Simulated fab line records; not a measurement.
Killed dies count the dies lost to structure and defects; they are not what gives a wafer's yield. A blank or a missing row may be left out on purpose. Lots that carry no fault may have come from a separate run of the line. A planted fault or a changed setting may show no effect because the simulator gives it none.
Split-lot study ; flow n5 finfet ; 7 lots, 39 wafers read, on a route of 1938 steps

ON THE SPLIT
At N5_BEOL_M11_ILD_DEP_00 (deposits SiCOH lowk from DEMS/porogen, target thk 308.51 nm, time 58 s), the setting target thk a was moved away from the recipe's 3085.1 angstrom on 15 of the 39 wafers read, by -53.9% to +37.6%. For the rest of the wafers, this setting stayed at what the recipe calls for.

BETWEEN THE SPLIT AND THE READING: the file shows 1 step in between
- N5_BEOL_M11_CURE_71: cures SiCOH lowk, time 240 s

THE READING
M11_ILD_THK in nanometres, read at N5_BEOL_M11_THK_MEAS_01. Fault-free wafers of this fab line usually give 264 nm, standard deviation 4.2 nm.

wafer;tool, chamber at the split;target thk a as run, angstrom;against the recipe;M11_ILD_THK, nm;against lot-mates on the recipe
L078.1;pecvd-01, 0;1422;-53.9%;119;-145
L078.2;pecvd-01, 1;1422;-53.9%;118;-146
L078.3;pecvd-01, 2;3085.1;recipe;261;-
L078.4;pecvd-01, 2;1422;-53.9%;117;-147
L078.5;pecvd-01, 1;3085.1;recipe;263;-
L078.6;pecvd-01, 0;3085.1;recipe;269;-
L080.1;pecvd-03, 1;1986;-35.6%;165;-92
L080.2;pecvd-03, 0;3085.1;recipe;255;-
L080.3;pecvd-03, 2;3085.1;recipe;253;-
L080.4;pecvd-03, 2;3085.1;recipe;264;-
L080.5;pecvd-03, 1;1986;-35.6%;167;-90
L080.6;pecvd-03, 0;1986;-35.6%;161;-96
L079.1;pecvd-02, 2;3085.1;recipe;262;-
L079.2;pecvd-02, 0;3085.1;recipe;265;-
L079.3;pecvd-02, 1;3085.1;recipe;262;-
L079.4;pecvd-02, 2;3085.1;recipe;261;-
L079.5;pecvd-02, 0;3085.1;recipe;267;-
L079.6;pecvd-02, 1;3085.1;recipe;269;-
L081.1;pecvd-03, 1;3085.1;recipe;267;-
L081.2;pecvd-03, 0;1573;-49.0%;128;-135
L081.3;pecvd-03, 2;3085.1;recipe;260;-
L081.4;pecvd-03, 1;1573;-49.0%;137;-126
L081.5;pecvd-03, 2;1573;-49.0%;132;-131
L081.6;pecvd-03, 0;3085.1;recipe;262;-
L083.1;pecvd-02, 2;3085.1;recipe;258;-
L083.2;pecvd-02, 0;3085.1;recipe;262;-
L083.6;pecvd-02, 0;3085.1;recipe;267;-
L097.1;pecvd-02, 2;1901;-38.4%;150;-111
L097.2;pecvd-02, 0;3085.1;recipe;259;-
L097.3;pecvd-02, 1;1901;-38.4%;156;-105
L097.4;pecvd-02, 1;3085.1;recipe;258;-
L097.5;pecvd-02, 2;1901;-38.4%;153;-108
L097.6;pecvd-02, 0;3085.1;recipe;265;-
L096.1;pecvd-01, 0;4246;+37.6%;368;+103
L096.2;pecvd-01, 2;3085.1;recipe;260;-
L096.3;pecvd-01, 2;4246;+37.6%;366;+101
L096.4;pecvd-01, 0;4246;+37.6%;372;+107
L096.5;pecvd-01, 0;3085.1;recipe;269;-
L096.6;pecvd-01, 2;3085.1;recipe;266;-

FIT RESULTS
A straight line over all 39 wafers: M11_ILD_THK changes by +2.74 nm for each +1% of target thk a; r = +1.00; the points scatter about the line by 4.3 nm.
The same after taking each lot's own level away (the mean of its wafers on the recipe; 39 wafers): +2.71 nm for each +1%; r = +1.00; scatter 3.6 nm.
On that fit, the largest move of target thk a shifts the reading by 1.5e+02 nm.
Across the lots, their own levels run from 257.3 to 265.0 nm, a range of 1.8 times the standard deviation given above.
Hence the lot-to-lot level has little effect on the slope; both slopes agree.
Check: -146 nm against its lot-mates is what the line predicts for one of the wafers moved furthest among these (-53.9%) when that wafer is left out of the fit. It came out at -145 nm against them.

OTHER SPLITS APPLIED TO THESE WAFERS
Note: prior to the reading, these wafers also went through further splits. Each is held against what the fit with the lots' levels taken away leaves over:
other split on the same wafers;wafers away from the commonest value;r with M11_ILD_THK (lot level and that fit taken away)
N5_BEOL_M8_TRENCH_ETCH_37 time s;12;+0.03

THE WHOLE CHAIN: every reading that the file lists as answering this split, in the file's order
step;what it does;reading;change (the file's fit);r (the file's)
N5_BEOL_M11_ILD_DEP_00;deposits SiCOH lowk from DEMS/porogen, target thk 308.51 nm, time 58 s;SiCOH_lowk_of_BEOL_M11_ILD_DEP_00.thk nm (the simulator's own value, which no gauge read);+3.09 nm for each +1% of the setting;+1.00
N5_BEOL_M11_CURE_71;cures SiCOH lowk, time 240 s;SiCOH_lowk_of_BEOL_M11_ILD_DEP_00.thk nm (the simulator's own value, which no gauge read);+2.71 nm for each +1% of the setting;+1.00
N5_BEOL_M11_THK_MEAS_01;;M11_ILD_THK;+2.71 for each +1% of the setting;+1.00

THE FILE'S OWN FIT
M11_ILD_THK changes by +2.71 nm for each +1% of target thk a, r = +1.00.
